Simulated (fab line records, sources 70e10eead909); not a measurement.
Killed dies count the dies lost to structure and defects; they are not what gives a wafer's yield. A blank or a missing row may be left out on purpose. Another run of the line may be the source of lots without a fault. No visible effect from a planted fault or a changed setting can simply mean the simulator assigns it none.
The tool behind it: which one?	flow nand harc	36 wafers from 12 lots sampled at 5 of the route's 1302 steps

WHAT THE GAUGES SHOWED, per wafer
NHARC_A_WL_FILL_INSPECT_15. Usual: raw defect count at 457, with a standard deviation of 130.
lot	measured	on	raw defect count	flag
L662	day 21 06:58	defect inspect-02	379 441 485	
L663	day 21 17:52	defect inspect-02	357 443 382	
L668	day 23 03:47	defect inspect-02	420 387 505	
L667	day 23 07:52	defect inspect-01	517 748 387	
L672	day 25 12:48	defect inspect-02	400 370 379	
L673	day 26 01:25	defect inspect-01	480 324 549	
L679	day 29 00:14	defect inspect-01	642 635 482	
L680	day 29 08:32	defect inspect-01	372 490 386	
L682	day 30 04:58	defect inspect-02	402 377 339	
L683	day 30 10:05	defect inspect-02	312 238 284	
L681	day 30 13:20	defect inspect-01	430 392 711	
L684	day 31 01:31	defect inspect-01	503 451 392	

NHARC_END_SORT_01. Usual: killed at array 49, standard deviation 19; killed at other 0.9, standard deviation 1.1; killed at periphery 4.0, standard deviation 2.7; killed dies 54, standard deviation 19; killed open 3.3, standard deviation 1.8; killed short 2.6, standard deviation 1.6.
lot	measured	on	killed at array	killed at other	killed at periphery	killed dies	killed open	killed short	flag
L672	day 28 22:21	prober-02	90 40 31	2 0 0	4 9 3	96 49 34	2 2 3	3 1 0	

TOOL THAT RAN EACH LOT (tool first, then ch and the chambers of the sampled wafers, then the start)
lot	NHARC_A_CONTACT_ETCH_48	NHARC_A_CONTACT_ETCH_50	NHARC_A_CONTACT_ETCH_116
L662	rie diel-04 ch 0,2,3, day 21 12:55	rie diel-04 ch 0,2,3, day 21 13:21	har cap etch-03 ch 0,1, day 21 15:32
L663	rie diel-08 ch 0,3, day 22 02:45	rie diel-08 ch 1,2,3, day 22 03:11	har cap etch-03 ch 0,1, day 22 06:41
L668	rie diel-08 ch 0,2,3, day 23 09:56	rie diel-08 ch 0,2,3, day 23 10:32	har cap etch-01 ch 0,1, day 23 12:42
L667	rie diel-05 ch 1,2,3, day 23 14:37	rie diel-05 ch 0,2,3, day 23 15:03	har cap etch-02 ch 0,1, day 23 17:16
L672	rie diel-04 ch 1,2,3, day 25 18:45	rie diel-04 ch 1,2,3, day 25 19:12	har cap etch-01 ch 0,1, day 25 21:21
L673	rie diel-08 ch 2,3, day 26 10:53	rie diel-08 ch 2,3, day 26 11:26	har cap etch-01 ch 0,1, day 26 13:37
L679	rie diel-08 ch 0,2,3, day 29 06:19	rie diel-08 ch 0,2,3, day 29 07:12	har cap etch-02 ch 0,1, day 29 09:39
L680	rie diel-04 ch 2,3, day 29 14:25	rie diel-04 ch 0,1, day 29 14:50	har cap etch-03 ch 0,1, day 29 17:04
L682	rie diel-05 ch 0,2, day 30 10:59	rie diel-05 ch 0,1, day 30 11:25	har cap etch-02 ch 0,1, day 30 13:38
L683	rie diel-08 ch 0,1,2, day 30 16:50	rie diel-08 ch 0,1,3, day 30 17:17	har cap etch-03 ch 0,1, day 30 19:31
L681	rie diel-05 ch 0,2,3, day 30 20:17	rie diel-05 ch 1,2,3, day 30 20:43	har cap etch-01 ch 0,1, day 30 22:54
L684	rie diel-04 ch 0,1,3, day 31 07:28	rie diel-04 ch 0,2, day 31 08:02	har cap etch-02 ch 0,1, day 31 10:27
- NHARC_A_CONTACT_ETCH_48: etches the open film in CF4, target depth 39 nm, time 65 s.
- NHARC_A_CONTACT_ETCH_50: etches the open film in CF4/CHF3, target depth 121 nm, time 60.5 s.
- NHARC_A_CONTACT_ETCH_116: etches the open film in C4F8/O2/Ar, time 190 s, target depth 1850 nm.

AS READ BY THE TOOLS THEMSELVES (means over the sampled wafers that have a number; for cases with no such wafer, the mark the record gives instead)
NHARC_A_CONTACT_ETCH_48. Usual: drypump motor current A 5.79 A, standard deviation 0.29; oes product au 1.003 a.u., standard deviation 0.0095; rf vpp V 151.4 V, standard deviation 1.4; run length s 86.3 s, standard deviation 0.49; showerhead plenum p Torr 1.79 Torr, standard deviation 0.084; throttle valve pct 13.284 %, standard deviation 0.0095.
lot	tool	drypump motor current A (A)	oes product au (a.u.)	rf vpp V (V)	run length s (s)	showerhead plenum p Torr (Torr)	throttle valve pct (%)	flag
L662	rie diel-04	5.85	0.996	152.1	86.6	1.78	13.275	
L663	rie diel-08	5.42	1.001	150.8	86.6	1.75	13.287	
L668	rie diel-08	5.66	0.996	151.7	86.3	1.79	13.284	
L667	rie diel-05	5.96	0.999	152.4	86.2	1.78	13.289	
L672	rie diel-04	5.72	1.005	151.6	86.0	1.80	13.286	
L673	rie diel-08	5.44	0.998	151.6	86.2	1.80	13.284	
L679	rie diel-08	5.70	0.994	151.1	86.2	1.78	13.280	
L680	rie diel-04	5.90	0.998	152.0	86.4	1.83	13.286	
L682	rie diel-05	5.71	0.998	151.4	85.9	1.76	13.295	
L683	rie diel-08	6.05	1.003	150.7	86.1	1.82	13.283	
L681	rie diel-05	5.77	1.019	151.3	85.8	1.77	13.286	
L684	rie diel-04	5.65	0.997	152.0	86.2	1.83	13.277	

NHARC_A_CONTACT_ETCH_50. Usual: drypump motor current A 5.78 A, standard deviation 0.29; oes product au 0.947 a.u., standard deviation 0.024; rf vpp V 371.0 V, standard deviation 2.7; run length s 81.8 s, standard deviation 0.5; showerhead plenum p Torr 1.59 Torr, standard deviation 0.078; throttle valve pct 16.803 %, standard deviation 0.0097.
lot	tool	drypump motor current A (A)	oes product au (a.u.)	rf vpp V (V)	run length s (s)	showerhead plenum p Torr (Torr)	throttle valve pct (%)	flag
L662	rie diel-04	5.84	0.963	370.8	82.0	1.59	16.803	
L663	rie diel-08	5.81	0.932	373.8	81.9	1.65	16.811	
L668	rie diel-08	5.68	0.929	372.6	81.8	1.60	16.802	
L667	rie diel-05	5.79	0.923	370.9	81.4	1.59	16.802	
L672	rie diel-04	5.73	0.974	371.0	77.8	1.60	16.794	OFF
L673	rie diel-08	5.71	0.927	373.0	81.4	1.64	16.810	
L679	rie diel-08	5.66	0.916	370.2	81.7	1.58	16.799	
L680	rie diel-04	5.56	0.976	366.9	81.8	1.50	16.806	
L682	rie diel-05	5.97	0.972	373.8	81.5	1.67	16.802	
L683	rie diel-08	5.79	0.923	371.0	82.0	1.58	16.807	
L681	rie diel-05	5.98	0.937	370.6	81.4	1.57	16.811	
L684	rie diel-04	5.88	0.946	372.8	82.5	1.67	16.798	

THE ANSWER, worked out from the rows above alone
Rule: lot off if the mean of its wafers having a number is beyond 3 standard deviations from the usual mean. Also off: a lot with no number at a reading for which 4 or more lots have one. All remaining lots with rows at the step are treated as sound. After the gauges, taken in route order, come the tools' own readings; for these a lot's mean is taken, as printed above. The first step at which some lot is off is used, and at that step the reading that is off furthest; a lot without a number counts as furthest.
Off at NHARC_A_CONTACT_ETCH_50 (run length s): L672.
A tool fits if, at that step or a process step before it, it ran every lot that is off, and no sound lot after the first of them. None of those tried fits.

WHAT THE SIMULATOR HAD INSERTED
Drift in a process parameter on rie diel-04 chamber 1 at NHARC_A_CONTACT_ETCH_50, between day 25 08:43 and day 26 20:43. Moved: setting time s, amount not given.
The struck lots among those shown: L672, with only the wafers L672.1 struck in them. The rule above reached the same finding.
